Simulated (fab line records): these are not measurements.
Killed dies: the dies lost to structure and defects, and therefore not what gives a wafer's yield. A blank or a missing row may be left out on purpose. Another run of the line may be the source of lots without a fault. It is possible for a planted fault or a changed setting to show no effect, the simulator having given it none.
Lot-split experiment    flow n5_finfet    route with 1938 steps; 7 lots, 39 wafers read

== THE SPLIT ITSELF ==
At N5_BEOL_M10_ILD_DEP_00 (deposits SiCOH lowk from DEMS/porogen, target thk 308.51 nm, time 58 s), the setting time_s was moved away from the recipe's 58 s on 9 of the 39 wafers read, by -17.0% to +52.9%. For the rest of the wafers, this setting stayed at what the recipe calls for.

== FROM SPLIT TO READING: 1 step shown by the file between the two ==
- N5_BEOL_M10_CURE_71: cures SiCOH lowk, time 240 s

== THE READING ==
At N5_BEOL_M10_THK_MEAS_01: M10_ILD_THK, given in nm. Fault-free wafers of this fab line usually give 268.2 nm, standard deviation 2.9 nm.

wafer   tool, chamber at the split  time_s as run, s  against the recipe  M10_ILD_THK, nm  against lot-mates on the recipe
L075.4  pecvd-04, 2                 58                recipe              268.8            -
L075.5  pecvd-04, 0                 58                recipe              269.6            -
L075.6  pecvd-04, 1                 58                recipe              267.6            -
L079.1  pecvd-01, 0                 81.18             +40.0%              372.9            +102.8
L079.2  pecvd-01, 2                 81.18             +40.0%              373.7            +103.6
L079.3  pecvd-01, 1                 58                recipe              268.3            -
L079.4  pecvd-01, 0                 58                recipe              271.7            -
L079.5  pecvd-01, 1                 81.18             +40.0%              381.5            +111.4
L079.6  pecvd-01, 2                 58                recipe              270.2            -
L083.1  pecvd-04, 0                 58                recipe              265.4            -
L083.2  pecvd-04, 1                 48.15             -17.0%              221.1            -45.9
L083.3  pecvd-04, 2                 58                recipe              266.5            -
L083.4  pecvd-04, 1                 48.15             -17.0%              227.8            -39.2
L083.5  pecvd-04, 2                 48.15             -17.0%              226.1            -40.9
L083.6  pecvd-04, 0                 58                recipe              269.1            -
L082.1  pecvd-01, 0                 88.7              +52.9%              405.3            +137.7
L082.2  pecvd-01, 1                 58                recipe              267.2            -
L082.3  pecvd-01, 2                 88.7              +52.9%              404.7            +137.1
L082.4  pecvd-01, 0                 58                recipe              266.3            -
L082.5  pecvd-01, 2                 58                recipe              269.3            -
L082.6  pecvd-01, 1                 88.7              +52.9%              415.6            +148.0
L084.1  pecvd-03, 1                 58                recipe              265.8            -
L084.2  pecvd-03, 2                 58                recipe              264.5            -
L084.3  pecvd-03, 0                 58                recipe              263.8            -
L084.4  pecvd-03, 2                 58                recipe              271.1            -
L084.5  pecvd-03, 0,1               58                recipe              269.8            -
L084.6  pecvd-03, 0,1               58                recipe              269.5            -
L089.1  pecvd-03, 2                 58                recipe              267.8            -
L089.2  pecvd-03, 1,0               58                recipe              265.3            -
L089.3  pecvd-03, 1,0               58                recipe              265.5            -
L089.4  pecvd-03, 2                 58                recipe              271.6            -
L089.5  pecvd-03, 0                 58                recipe              268.3            -
L089.6  pecvd-03, 1                 58                recipe              272.9            -
L093.1  pecvd-03, 2                 58                recipe              264.6            -
L093.2  pecvd-03, 1                 58                recipe              269.2            -
L093.3  pecvd-03, 0                 58                recipe              262.7            -
L093.4  pecvd-03, 0                 58                recipe              271.1            -
L093.5  pecvd-03, 1                 58                recipe              266.6            -
L093.6  pecvd-03, 2                 58                recipe              268.3            -
The file does not say which wafer passed through which chamber wherever a row lists several chambers: such a row stands for several wafers.

THE FIT
A straight line over all 39 wafers: M10_ILD_THK changes by +2.66 nm for each +1% of time_s; r = +1.00; the points scatter about the line by 3.1 nm.
The same after taking each lot's own level away (the mean of its wafers on the recipe; 39 wafers): +2.64 nm for each +1%; r = +1.00; scatter 3 nm.
Per that fit: largest time_s move, reading shift of 1.4e+02 nm.
Measured against the standard deviation above, the lots' own levels, which go from 267.00 to 270.07 nm, span 1.1 times it.
Hence the lot-to-lot level has little effect on the slope; both slopes agree.
Check: +141 nm against its lot-mates is what the line predicts for one of the wafers moved furthest among these (+52.9%) when that wafer is left out of the fit. Against them it came out at +138 nm.

== FURTHER SPLITS ON THESE WAFERS ==
Other splits were also applied to these wafers ahead of the reading. Each is held against what the fit with the lots' levels taken away leaves over:
other split on the same wafers            wafers away from the commonest value  r with M10_ILD_THK (lot level and that fit taken away)
N5_BEOL_M8_TRENCH_ETCH_37 target_depth_a  15                                    +0.24

== THE WHOLE CHAIN: every reading that the file lists as answering this split, in the file's order ==
step                     what it does                                                            reading                                                                                    change (the file's fit)               r (the file's)
N5_BEOL_M10_ILD_DEP_00   deposits SiCOH lowk from DEMS/porogen, target thk 308.51 nm, time 58 s  SiCOH_lowk_of_BEOL_M10_ILD_DEP_00.thk_nm (the simulator's own value, which no gauge read)  +2.97 nm for each +1% of the setting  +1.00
N5_BEOL_M10_CURE_71      cures SiCOH lowk, time 240 s                                            SiCOH_lowk_of_BEOL_M10_ILD_DEP_00.thk_nm (the simulator's own value, which no gauge read)  +2.65 nm for each +1% of the setting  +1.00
N5_BEOL_M10_THK_MEAS_01                                                                          M10_ILD_THK                                                                                +2.65 for each +1% of the setting     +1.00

== THE FILE'S OWN FIT ==
M10_ILD_THK changes by +2.65 nm for each +1% of time_s, r = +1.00.
